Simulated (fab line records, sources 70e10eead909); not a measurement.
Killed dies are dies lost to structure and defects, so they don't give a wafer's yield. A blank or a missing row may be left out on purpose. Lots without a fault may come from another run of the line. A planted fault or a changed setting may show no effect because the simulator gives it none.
A struck lot beside a sound one | flow nand_harc | 15 steps out of a route of 1302
Sound: wafers L801.1, L801.3, L801.5. Struck: wafers L811.2, L811.3, L811.4. The cause comes at the end.
At each step with rows: each side's tool, then ch and its chambers, then its first start. Under that, the readings that differ: sound wafers | struck wafers | difference of the means | sigmas: that difference in standard deviations of wafers without a fault.
alike: readings whose means differ by less than 2 such deviations, and words and numbers that are the same on both sides. not compared: withheld readings, readings that some wafer has no value for, bounds like >300 that may hide the same value, and numbers for which the record gives no deviation and whose values overlap.
The two part at a step that has a row with sigmas, a row that says differs or no value, or rows on one side only. Numbers that don't overlap but have no deviation are shown without sigmas and don't part them. A reading that every wafer of one side lacks parts them only if that side has two wafers or more.

first, 8 steps without rows for these wafers: NHARC_A_BLC_COAT_02 (time 75 s); NHARC_A_BLC_COAT_03 (time 65 s); NHARC_A_BLC_COAT_04 (resist thk 90 nm); NHARC_A_BLC_SOFTBAKE_05 (time 55 s); NHARC_A_BLC_EBR_06; NHARC_A_BLC_EXPOSE_07 (exposes mask A BLC, target cd 100 nm); NHARC_A_BLC_PEB_08 (peb time 65 s); NHARC_A_BLC_DEVELOP_09 (develop time 35 s).
NHARC_A_BLC_CD_MEAS_10: target cd 100 nm.
  sound on cd_sem-01 ch 0, day 23 10:17; struck on cd_sem-02 ch 0, day 28 06:25
  alike: cd_nm
NHARC_A_BLC_OVL_MEAS_11:
  sound on overlay-01, day 23 10:23; struck on overlay-01, day 28 06:30
  alike: overlay_x_nm, overlay_y_nm
NHARC_A_BLC_INSPECT_12:
  sound on defect_inspect-01, day 23 10:25; struck on defect_inspect-01, day 28 06:32
  alike: raw_defect_count
NHARC_A_BLC_DESCUM_15: chemistry O2, time 3 s.
  sound on rie_diel-03 ch 0,3, day 23 10:29; struck on rie_diel-06 ch 0,1,3, day 28 06:36
  alike: drypump_motor_current_A, mfc_ar_sccm, oes_product_au, rf_vpp_V, showerhead_plenum_p_Torr, throttle_valve_pct
  not compared: rf_hours_counter_h
NHARC_A_BLC_ETCH_16: etches the open film in CF4, target depth 39 nm, time 65 s.
  sound on rie_diel-03 ch 0,2,3, day 23 10:34; struck on rie_diel-06 ch 0,2,3, day 28 06:42
  no value came back on the struck wafers for any of 8 readings (bias_w (W), cf4_flow_sccm (sccm) and others); on the sound wafers bias_w (W) reads 99.94 99.87 100.15
  not compared: rf_hours_counter_h
NHARC_A_BLC_ETCH_17: etches the open film in N2/H2, target depth 390 nm, time 609.38 s.
  sound on rie_diel-03 ch 0,2; struck on rie_diel-06 ch 0,1,2, day 28 06:47
  reading                        | sound                | struck               | difference | sigmas
  chamber_pressure_mTorr (mTorr) | 30.036 30.032 30.040 | 29.985 29.969 29.973 | -0.060     | -2
  alike: bias_w, drypump_motor_current_A, mfc_ar_sccm, oes_product_au, rf_vpp_V, showerhead_plenum_p_Torr, throttle_valve_pct
  not compared: rf_hours_counter_h
NHARC_END_SORT_01:
  the record has rows for the struck wafers here (prober-01 ch 0, day 30 02:43) and none for the sound ones

WHERE THEY PART
First at NHARC_A_BLC_ETCH_16; last, within this record, at NHARC_END_SORT_01.

WHY: what the simulator had put in
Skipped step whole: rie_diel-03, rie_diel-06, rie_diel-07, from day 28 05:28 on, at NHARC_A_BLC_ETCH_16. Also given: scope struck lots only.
